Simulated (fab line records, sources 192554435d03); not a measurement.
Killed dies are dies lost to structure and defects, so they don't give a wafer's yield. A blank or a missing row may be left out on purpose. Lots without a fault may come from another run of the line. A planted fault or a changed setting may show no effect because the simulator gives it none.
A struck lot beside a sound one | flow n5_finfet | 15 steps out of a route of 1938
Sound: wafers L766.2, L766.3, L766.5. Struck: wafer L776.5. (L776.4 of the same lot was not struck and is left out.) The cause comes at the end.
At each step with rows: each side's tool, then ch and its chambers, then its first start. Under that, the readings that differ: sound wafers | struck wafers | difference of the means | sigmas: that difference in standard deviations of wafers without a fault.
alike: readings whose means differ by less than 2 such deviations, and words and numbers that are the same on both sides. not compared: withheld readings, readings that some wafer has no value for, bounds like >300 that may hide the same value, and numbers for which the record gives no deviation and whose values overlap.
The two part at a step that has a row with sigmas, a row that says differs or no value, or rows on one side only. Numbers that don't overlap but have no deviation are shown without sigmas and don't part them. A reading that every wafer of one side lacks parts them only if that side has two wafers or more.

first, 1 step without rows for these wafers: N5_MOL_CONTACT_COAG_STRIP_98 (strips in N2/H2).
N5_MOL_CONTACT_COAG_CD_MEAS_99: target cd 17.2 nm.
  sound on cd_sem-02, day 5 03:32; struck on cd_sem-01, day 8 09:23
  alike: cd_nm
then, 2 steps without rows for these wafers: N5_MOL_CONTACT_COAG_IMPLANT_129; N5_MOL_CONTACT_COAG_PRECLEAN_111 (cleans in NF3:NH3, afs cycles 1, time 20 s, sublimation time 60 s).
N5_MOL_CONTACT_COAG_TI_SIL_19: material Ti, target thk 4.2 nm, time 15 s.
  sound on pvd_sputter-01, day 5 04:49; struck on pvd_sputter-02, day 8 10:03
  alike: throttle_valve_pct
then, 3 steps without rows for these wafers: N5_MOL_CONTACT_COAG_ALD_20 (deposits TiN, target thk 1.5 nm, pulse time 1 s, purge time 3 s); N5_MOL_CONTACT_COAG_SIL_ANNEAL_21 (time 60 s); N5_MOL_CONTACT_COAG_PRE_CLEAN_141 (time 60 s).
N5_MOL_CONTACT_COAG_SPUTTER_143: material Co, target thk 2.5 nm.
  sound on pvd_sputter-03, day 5 06:20; struck on pvd_sputter-03, day 8 11:13
  alike: throttle_valve_pct
N5_MOL_CONTACT_COAG_CO_FILL_22: material Co, precursor CCTBA/H2, target thk 20 nm.
  sound on cvd_co-02 ch 1,2, day 5 06:27; struck on cvd_co-02 ch 1, day 8 11:38
  alike: heater_power_w
  not compared: since_wet_clean_h
N5_MOL_CONTACT_COAG_ANNEAL_113: time 300 s.
  sound on rtp_anneal-02 ch 0, day 5 07:13; struck on rtp_anneal-01 ch 0, day 8 12:24
  reading            | sound          | struck | difference | sigmas
  lamp_power_pct (%) | 2.85 2.85 2.85 | 2.96   | +0.11      | +2
  alike: lamp_zone_5_pct, lamp_zone_6_pct, wafer_temp_C_max
N5_MOL_CONTACT_COAG_PRE_CLEAN_142: time 60 s.
  sound on pvd_sputter-02, day 5 10:26; struck on pvd_sputter-03, day 8 13:59
  alike: heater_power_w
N5_MOL_CONTACT_COAG_SPUTTER_130: material Co, target thk 47.5 nm.
  sound on pvd_sputter-02, day 5 10:30; struck on pvd_sputter-03, day 8 14:03
  reading                                              | sound        | struck | difference | sigmas
  model.Co_of_MOL_CONTACT_COAG_SPUTTER_130.thk_nm (nm) | 47.8 48 47.4 | 32.4   | -15.3      |
  alike: throttle_valve_pct
then, 2 steps without rows for these wafers: N5_MOL_CONTACT_COAG_PRECLEAN_125 (cleans in DIW, time 57.5 s); N5_PASSIVATION_PROBE_49.

WHERE THEY PART
Only at N5_MOL_CONTACT_COAG_ANNEAL_113, within this record. Later steps at which nothing parts them and some readings are alike: N5_MOL_CONTACT_COAG_PRE_CLEAN_142, N5_MOL_CONTACT_COAG_SPUTTER_130.

WHY: what the simulator had put in
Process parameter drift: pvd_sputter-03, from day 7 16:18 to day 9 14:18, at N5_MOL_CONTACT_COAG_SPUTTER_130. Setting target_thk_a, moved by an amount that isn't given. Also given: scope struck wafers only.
